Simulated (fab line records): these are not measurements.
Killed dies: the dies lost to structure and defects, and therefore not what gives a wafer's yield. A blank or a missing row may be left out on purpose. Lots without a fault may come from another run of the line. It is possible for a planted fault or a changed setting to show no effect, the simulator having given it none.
A struck lot beside a sound one | flow nandHarc | 15 out of 1302 route steps
Sound: wafers L913.2, L913.4, L913.5. Wafers struck: L920.2, L920.4, L920.6. The cause is given at the end.
For every step that has rows: the tool of each side, followed by ch and its chambers, followed by its first start. Under that, the readings that differ: sound wafers | struck wafers | difference of the means | sigmas: that difference in standard deviations of wafers without a fault.
alike: a reading whose means differ by less than 2 such deviations, as well as words and numbers matching on both sides. not compared: withheld readings; readings where some wafer has no value; bounds like >300 that might hide an equal value; numbers whose values overlap and for which the record gives no deviation.
The two part at a step that has a row with sigmas, a row that says differs or no value, or rows on one side only. When numbers do not overlap yet have no deviation, they are printed without sigmas and do not part them. A reading missing from all wafers of one side parts the sides only when that side holds two or more wafers.

first, 2 steps without rows for these wafers: NHARC_P_STI_SRD_39; NHARC_P_STI_OXIDE_40 (material SiO2, target thk 10 nm, ox time 1362 s).
NHARC_P_STI_INSPECT_25:
  struck on defectInspect-01, day 11 10:21; sound on defectInspect-02, day 8 11:20
  alike: rawDefectCount
then, 9 steps without rows for these wafers: NHARC_P_GATE_ETCH_69 (etches SiO2 in dHF, target depth 14 nm); NHARC_P_GATE_PRECLEAN_70 (cleans in SC1); NHARC_P_GATE_SRD_01; NHARC_P_GATE_OXIDE_02 (material SiO2, target thk 37.5 nm, ox time 365 s); NHARC_P_GATE_DEHYDRATE_03 (time 120 s); NHARC_P_GATE_HMDS_04 (time 30 s); NHARC_P_GATE_COAT_05; NHARC_P_GATE_SOFTBAKE_06 (time 95 s); NHARC_P_GATE_EBR_07.
NHARC_P_GATE_EXPOSE_08: exposes mask P HV.
  sound on krfScanner-04 ch 0, day 8 20:36; struck on krfScanner-03 ch 0, day 11 19:03
reading                      | sound                | struck         | difference | sigmas
model.P_GATE.overlayXNm (nm) | -4.265 -4.265 -4.265 | 52.6 52.6 52.6 | +56.9      | 
  alike: mask
then, 2 steps without rows for these wafers: NHARC_P_GATE_PEB_09 (peb time 85 s); NHARC_END_SORT_01.

WHERE THEY PART
Nowhere in this record.

WHY: what the simulator had put in
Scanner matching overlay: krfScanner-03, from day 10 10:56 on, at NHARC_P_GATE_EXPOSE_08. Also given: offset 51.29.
